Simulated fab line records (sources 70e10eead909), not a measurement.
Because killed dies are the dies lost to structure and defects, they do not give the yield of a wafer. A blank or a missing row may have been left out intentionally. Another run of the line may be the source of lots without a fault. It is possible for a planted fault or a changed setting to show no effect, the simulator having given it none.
A lot that was struck, set against a sound lot | flow nand-harc | 14 out of 1302 route steps
Sound: the wafers L339.3, L339.4, L339.5. Struck: wafer L329.1. (L329.2, L329.3 of the same lot were not struck and are left out.) The cause comes at the end.
Order at every step that has rows: each side's tool, ch and its chambers, its first start. Under that, the readings that differ: sound wafers | struck wafers | difference of the means | sigmas: that difference in standard deviations of wafers without a fault.
alike: a reading whose means differ by less than 2 such deviations, as well as words and numbers matching on both sides. not compared: withheld readings; readings where some wafer has no value; bounds like >300 that might hide an equal value; numbers whose values overlap and for which the record gives no deviation.
The two part at a step that has a row with sigmas, a row that says differs or no value, or rows on one side only. Non-overlapping numbers with no deviation appear without sigmas and do not part them. A reading that every wafer of one side lacks parts them only if that side has two wafers or more.

first, 1 step without rows for these wafers: NHARC_A_ONON_D1_DEP_03 (target thk 1000 nm).
NHARC_A_ONON_D1_THK_MEAS_05: measures by ellipsometry.
  sound on film-metro-02, day 13 04:18; struck on film-metro-02, day 9 03:41
  alike: thk-nm
after that, 1 step with no rows for these wafers: NHARC_A_ONON_D1_DEP_06 (target thk 1000 nm).
NHARC_A_ONON_D1_THK_MEAS_08: measures by ellipsometry.
  sound on film-metro-02, day 13 04:52; struck on film-metro-01, day 9 04:15
  alike: thk-nm
after that, 1 step with no rows for these wafers: NHARC_A_ONON_D1_DEP_09 (target thk 1000 nm).
NHARC_A_ONON_D1_THK_MEAS_11: measures by ellipsometry.
  sound on film-metro-01, day 13 05:26; struck on film-metro-02, day 9 04:49
  alike: thk-nm
after that, 1 step with no rows for these wafers: NHARC_A_ONON_D1_DEP_12 (target thk 1000 nm).
NHARC_A_ONON_D1_THK_MEAS_14: measures by ellipsometry.
  sound on film-metro-02, day 13 06:00; struck on film-metro-02, day 9 05:23
  alike: thk-nm
then, 2 steps without rows for these wafers: NHARC_A_ONON_D1_ANNEAL_15 (time 3600 s); NHARC_A_ONON_D1_DEP_16 (target thk 1000 nm).
NHARC_A_ONON_D1_THK_MEAS_18: measures by ellipsometry.
  sound on film-metro-01, day 13 16:14; struck on film-metro-01, day 9 15:23
  alike: thk-nm
NHARC_A_ONON_D1_DEP_19: target thk 1000 nm.
  sound on pecvd-onon-01 ch 0, day 13 16:24; struck on pecvd-onon-01 ch 0, day 9 15:26
  alike: n2-flow-sccm, n2o-flow-sccm
NHARC_A_ONON_D1_THK_MEAS_21: measures by ellipsometry.
  sound on film-metro-02, day 13 16:47; struck on film-metro-01, day 9 15:58
  reading     | sound          | struck | difference | sigmas
  thk-nm (nm) | 1023 1020 1022 | 928    | -94        | -9
after that, 1 step with no rows for these wafers: NHARC_A_ONON_D1_DEP_22 (target thk 1000 nm).

## WHERE THEY PART
Within this record, at NHARC_A_ONON_D1_THK_MEAS_21 only.

WHY: whatever the simulator had introduced
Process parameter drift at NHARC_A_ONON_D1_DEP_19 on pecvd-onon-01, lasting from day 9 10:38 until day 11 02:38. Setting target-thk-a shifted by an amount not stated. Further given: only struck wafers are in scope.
